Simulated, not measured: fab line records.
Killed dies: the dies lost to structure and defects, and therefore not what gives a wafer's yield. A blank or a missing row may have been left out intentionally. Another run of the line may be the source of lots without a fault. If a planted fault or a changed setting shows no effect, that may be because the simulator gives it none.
What tool caused it?	flow nand harc	Sampling: 13 lots, 39 wafers, 5 of 1302 route steps

## WHAT THE GAUGES READ, wafer by wafer
NHARC_END_SORT_01. Usual: killed at array 51, standard deviation 17; killed at other 1.6, standard deviation 2.1; killed at periphery 4, standard deviation 3.2; killed dies 57, standard deviation 18; killed open 2.9, standard deviation 1.7; killed short 2.3, standard deviation 1.3.
lot	measured	on	killed at array	killed at other	killed at periphery	killed dies	killed open	killed short	flag
L885	day 33 05:20	prober-02	599 53 591	10 2 8	2 1 2	611 56 601	6 4 4	4 1 1	OFF
L886	day 33 13:57	prober-02	36 32 601	0 0 0	12 9 7	48 41 608	2 3 0	3 1 1	OFF
L887	day 33 05:16	prober-01	656 35 31	0 1 0	4 3 3	660 39 34	3 2 1	3 2 1	OFF

## TOOL THAT RAN EACH LOT (tool first, then ch and the chambers of the sampled wafers, then the start)
lot	NHARC_A_STAIRCASE_TRIM_224	NHARC_A_STAIRCASE_ETCH_225	NHARC_A_STAIRCASE_ETCH_227	NHARC_A_STAIRCASE_ETCH_236
L865	rie diel-03 ch 0,3, day 16 02:59 or earlier	rie diel-03 ch 0,2,3, day 16 02:59 or earlier	rie diel-03 ch 0,3, day 16 02:59	rie diel-03 ch 0,1, no start
L866	rie diel-03 ch 0,1,3, day 16 16:53 or earlier	rie diel-03 ch 0,2,3, day 16 16:53 or earlier	rie diel-03 ch 0,1,3, day 16 16:53	rie diel-03 ch 0,1,3, no start
L868	rie diel-03 ch 0,3, day 17 03:04 or earlier	rie diel-03 ch 1,2, day 17 03:04 or earlier	rie diel-03 ch 1,2,3, day 17 03:04	rie diel-13 ch 0,2,3, no start
L867	rie diel-12 ch 0,1, day 17 06:37 or earlier	rie diel-12 ch 0,1, day 17 06:37 or earlier	rie diel-12 ch 1,2, day 17 06:37	rie diel-13 ch 0,3, no start
L869	rie diel-13 ch 2,3, day 17 14:46 or earlier	rie diel-13 ch 2,3, day 17 14:46 or earlier	rie diel-13 ch 2,3, day 17 14:46	rie diel-03 ch 1,2,3, no start
L872	rie diel-13 ch 1,2, day 19 02:36 or earlier	rie diel-13 ch 1,2,3, day 19 02:36 or earlier	rie diel-13 ch 1,2,3, day 19 02:36	rie diel-13 ch 1,3, no start
L874	rie diel-03 ch 1,2, day 20 13:59 or earlier	rie diel-03 ch 0,1,2, day 20 13:59 or earlier	rie diel-03 ch 1,2, day 20 13:59	rie diel-13 ch 0,1,3, no start
L875	rie diel-12 ch 1,2,3, day 20 17:58 or earlier	rie diel-12 ch 1,3, day 20 17:58 or earlier	rie diel-12 ch 0,3, day 20 17:58	rie diel-03 ch 0,1,3, no start
L877	rie diel-12 ch 0,2, day 20 20:19 or earlier	rie diel-12 ch 0,2,3, day 20 20:19 or earlier	rie diel-12 ch 0,1,2, day 20 20:19	rie diel-13 ch 1,2,3, no start
L879	rie diel-03 ch 1,2, day 22 10:25 or earlier	rie diel-03 ch 2,3, day 22 10:25 or earlier	rie diel-03 ch 0,2,3, day 22 10:25	rie diel-13 ch 1,2,3, no start
L885	rie diel-03 ch 0,1,2, day 24 15:51 or earlier	rie diel-03 ch 1,3, day 24 15:51 or earlier	rie diel-03 ch 0,2, day 24 15:51	rie diel-03 ch 0,2,3, day 33 05:20 or earlier
L886	rie diel-03 ch 0,3, day 25 00:37 or earlier	rie diel-03 ch 1,2,3, day 25 00:37 or earlier	rie diel-03 ch 1,2,3, day 25 00:37	rie diel-03 ch 0,1,3, day 33 13:57 or earlier
L887	rie diel-03 ch 2,3, day 25 05:08 or earlier	rie diel-03 ch 2,3, day 25 05:08 or earlier	rie diel-03 ch 1,2, day 25 05:08	rie diel-12 ch 1,3, day 33 05:16 or earlier
- NHARC_A_STAIRCASE_TRIM_224: chemistry O2, time 211.2 s.
- NHARC_A_STAIRCASE_ETCH_225: etches the open film in C4F8/O2, target depth 100 nm, time 40.5 s.
- NHARC_A_STAIRCASE_ETCH_227: etches the open film in C4F8/O2, target depth 100 nm, time 40.5 s.
- NHARC_A_STAIRCASE_ETCH_236: etches the open film in C4F8/O2, target depth 100 nm, time 40.5 s.

## AS READ BY THE TOOLS THEMSELVES (means over the sampled wafers that have a number; for cases with no such wafer, the mark the record gives instead)
NHARC_A_STAIRCASE_TRIM_224. Usual: drypump motor current A 5.9 A, standard deviation 0.49; oes product au 0.999 a.u., standard deviation 0.0072; rf vpp V 57.7 V, standard deviation 0.95; showerhead plenum p Torr 3.55 Torr, standard deviation 0.16; throttle valve pct 17.037 %, standard deviation 0.0093.
lot	tool	drypump motor current A (A)	oes product au (a.u.)	rf vpp V (V)	showerhead plenum p Torr (Torr)	throttle valve pct (%)	flag
L865	rie diel-03	6.1	1.001	57.8	3.52	17.037	
L866	rie diel-03	5.8	1.008	58.7	3.61	17.026	
L868	rie diel-03	6.1	1.007	57.6	3.53	17.033	
L867	rie diel-12	6.2	1.000	56.1	3.32	17.043	
L869	rie diel-13	6.4	1.000	57.4	3.44	17.031	
L872	rie diel-13	6.1	0.988	57.4	3.46	17.034	
L874	rie diel-03	5.1	0.993	57.1	3.56	17.038	
L875	rie diel-12	6.1	1.002	58.1	3.68	17.036	
L877	rie diel-12	6.2	1.004	58.2	3.43	17.033	
L879	rie diel-03	5.1	0.989	57.9	3.55	17.039	
L885	rie diel-03	5.4	1.008	58.0	3.57	17.028	
L886	rie diel-03	6.1	1.012	57.6	3.49	17.040	
L887	rie diel-03	5.8	0.995	57.9	3.46	17.042	

NHARC_A_STAIRCASE_ETCH_225. Usual: oes product au 0.940 a.u., standard deviation 0.01; rf vpp V 896 V, standard deviation 5.5.
lot	tool	oes product au (a.u.)	rf vpp V (V)	flag
L865	rie diel-03	0.944	895	
L866	rie diel-03	0.945	894	
L868	rie diel-03	0.936	901	
L867	rie diel-12	0.950	888	
L869	rie diel-13	0.931	895	
L872	rie diel-13	0.932	892	
L874	rie diel-03	0.934	898	
L875	rie diel-12	0.951	905	
L877	rie diel-12	0.944	896	
L879	rie diel-03	0.932	894	
L885	rie diel-03	0.937	898	
L886	rie diel-03	0.947	896	
L887	rie diel-03	0.927	893	

NHARC_A_STAIRCASE_ETCH_227. Usual: oes product au 0.942 a.u., standard deviation 0.0096; rf vpp V 897 V, standard deviation 5.6.
lot	tool	oes product au (a.u.)	rf vpp V (V)	flag
L865	rie diel-03	0.955	897	
L866	rie diel-03	0.945	898	
L868	rie diel-03	0.943	898	
L867	rie diel-12	0.965	889	
L869	rie diel-13	0.942	896	
L872	rie diel-13	0.923	892	
L874	rie diel-03	0.941	896	
L875	rie diel-12	0.953	900	
L877	rie diel-12	0.935	897	
L879	rie diel-03	0.935	894	
L885	rie diel-03	1.058	894	OFF
L886	rie diel-03	0.986	897	OFF
L887	rie diel-03	0.987	900	OFF

NHARC_A_STAIRCASE_ETCH_236. Usual: oes product au 0.941 a.u., standard deviation 0.0087; rf vpp V 896 V, standard deviation 5.5.
lot	tool	oes product au (a.u.)	rf vpp V (V)	flag
L865	rie diel-03	0.933	902	
L866	rie diel-03	0.951	899	
L868	rie diel-13	0.944	895	
L867	rie diel-13	0.943	895	
L869	rie diel-03	0.933	898	
L872	rie diel-13	0.941	888	
L874	rie diel-13	0.934	891	
L875	rie diel-03	0.949	898	
L877	rie diel-13	0.936	891	
L879	rie diel-13	0.945	891	
L885	rie diel-03	0.936	893	
L886	rie diel-03	0.938	897	
L887	rie diel-12	0.943	904	

## THE ANSWER, worked out from the rows above alone
Rule: lot off if the mean of its wafers having a number is beyond 3 standard deviations from the usual mean. Also off: a lot with no number at a reading for which 4 or more lots have one. Where the step has rows for the other lots, those lots are counted as sound. First the gauges in route order, then the tools' own readings, where a lot's mean is used as printed above. The first step at which some lot is off is used, and at that step the reading that is off furthest; a lot without a number counts as furthest.
Off: L885, L886, L887 (NHARC_END_SORT_01, killed at array). Neither off nor sound, because the step has no rows for them: L865, L866, L868, L867, L869, L872, L874, L875, L877, L879.
If a tool, at a process step before that reading, ran all the lots that are off and no sound lot after the first of them, it fits. The gauges at NHARC_END_SORT_01 aren't tried: what is off there is off at NHARC_A_STAIRCASE_ETCH_227 too, on other tools, and a gauge's error can't cause that. With no start given for some of its lots, NHARC_A_STAIRCASE_TRIM_224 uses the hours and lot order of NHARC_A_STAIRCASE_ETCH_227. With no start given for some of its lots, NHARC_A_STAIRCASE_ETCH_225 uses the hours and lot order of NHARC_A_STAIRCASE_ETCH_227. With no start given for some of its lots, NHARC_A_STAIRCASE_ETCH_236 uses the hours and lot order of NHARC_END_SORT_01. One fits: rie diel-03 at NHARC_A_STAIRCASE_TRIM_224 and NHARC_A_STAIRCASE_ETCH_225 and NHARC_A_STAIRCASE_ETCH_227. It ran no sound lot before its first lot that is off in this sample, so the start can't be narrowed down.

## WHAT THE SIMULATOR PUT IN
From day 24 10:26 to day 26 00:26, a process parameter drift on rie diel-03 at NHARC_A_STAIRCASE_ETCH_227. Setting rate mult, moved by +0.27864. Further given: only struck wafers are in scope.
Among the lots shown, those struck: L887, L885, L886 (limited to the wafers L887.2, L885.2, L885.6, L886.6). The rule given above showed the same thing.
